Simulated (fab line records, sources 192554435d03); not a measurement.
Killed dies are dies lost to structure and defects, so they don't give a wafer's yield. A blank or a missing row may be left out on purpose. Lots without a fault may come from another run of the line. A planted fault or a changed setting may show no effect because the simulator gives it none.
Which tool did it? | flow n5_finfet | 11 lots, 29 wafers sampled, at 3 steps of a route of 1938

WHAT THE GAUGES READ, wafer by wafer
N5_BEOL_M15_CD_MEAS_28: target cd 407.6 nm.
lot  | measured     | on        | cd_nm (nm)
L579 | day 12 02:49 | cd_sem-03 | 404.7 407.0 406.5
L582 | day 12 19:43 | cd_sem-03 | 408.7 409.6 408.7
L583 | day 12 23:59 | cd_sem-01 | 409.0 407.5 409.3
L585 | day 13 06:12 | cd_sem-02 | 407.6 409.2 407.5
L589 | day 14 18:28 | cd_sem-02 | 408.4 407.9 410.0
L594 | day 15 14:54 | cd_sem-01 | 409.5 407.7 406.9
L595 | day 15 16:58 | cd_sem-02 | 408.2 409.1 407.5
L597 | day 16 12:52 | cd_sem-01 | 393.0 394.6
L599 | day 16 15:50 | cd_sem-01 | 396.8
L598 | day 16 17:28 | cd_sem-02 | 400.2 398.2
L602 | day 18 02:39 | cd_sem-03 | 409.5 407.6 409.4

WHICH TOOL RAN EACH LOT (tool, then ch and the chambers of the sampled wafers, then the start)
lot  | N5_BEOL_M15_ILD_DEP_00          | N5_BEOL_M15_EXPOSE_25
L579 | pecvd-04 ch 0,1,2, day 12 00:39 | krf_scanner-02 ch 0, day 12 02:38
L582 | pecvd-02 ch 0,1,2, day 12 17:35 | krf_scanner-01 ch 0, day 12 19:34
L583 | pecvd-02 ch 1,2, day 12 21:47   | krf_scanner-01 ch 0, day 12 23:50
L585 | pecvd-02 ch 0,1, day 13 04:04   | krf_scanner-02 ch 0, day 13 06:02
L589 | pecvd-04 ch 0,2, day 14 16:08   | krf_scanner-01 ch 0, day 14 18:18
L594 | pecvd-03 ch 0,1,2, day 15 12:45 | krf_scanner-01 ch 0, day 15 14:44
L595 | pecvd-02 ch 0,1, day 15 14:00   | krf_scanner-01 ch 0, day 15 16:47
L597 | pecvd-02 ch 0,1, day 16 10:00   | krf_scanner-01 ch 0, day 16 12:42
L599 | pecvd-04 ch 1, day 16 13:49     | krf_scanner-01 ch 0, day 16 15:40
L598 | pecvd-03 ch 0,2, day 16 14:59   | krf_scanner-01 ch 0, day 16 17:18
L602 | pecvd-04 ch 0,1, day 18 00:38   | krf_scanner-02 ch 0, day 18 02:29
- N5_BEOL_M15_ILD_DEP_00: deposits SiO2 from TEOS/O2, target thk 1629.3 nm, time 346.1 s.
- N5_BEOL_M15_EXPOSE_25: exposes mask M15, target cd 400 nm.

THE ANSWER, worked out from the rows above alone
Rule: what is usual is taken from the lots themselves. Put in order of their means at a reading, lots are off if they are a third of the lots or fewer, leave a main group of 4 or more, and stand apart from it by a gap of 3 or more times the standard deviation of the main group's means; of several such gaps the widest counts. A main group whose means are all the same, to the digits that the tables above print for the reading, isn't used. A lot without any number at a reading at which 4 lots or more have one is off too. The other lots that the step has rows for count as sound.
Off: L597, L599, L598, at N5_BEOL_M15_CD_MEAS_28 (cd_nm). The main group: mean 408.2 nm, standard deviation 0.87.
A tool fits if, at a process step before that reading, it ran every lot that is off, and no sound lot after the first of them. The gauges at N5_BEOL_M15_CD_MEAS_28 are tried like those tools. One fits: krf_scanner-01 at N5_BEOL_M15_EXPOSE_25. Its last sound lot is L595 (day 15 16:47), its first lot that is off L597 (day 16 12:42): a fault that began between those two fits.

WHAT THE SIMULATOR HAD PUT IN
Process parameter drift: krf_scanner-01, from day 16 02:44 on, at N5_BEOL_M15_EXPOSE_25. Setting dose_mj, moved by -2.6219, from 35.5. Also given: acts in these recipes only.
Lots struck among those shown: L597, L599, L598. The rule above found the same.
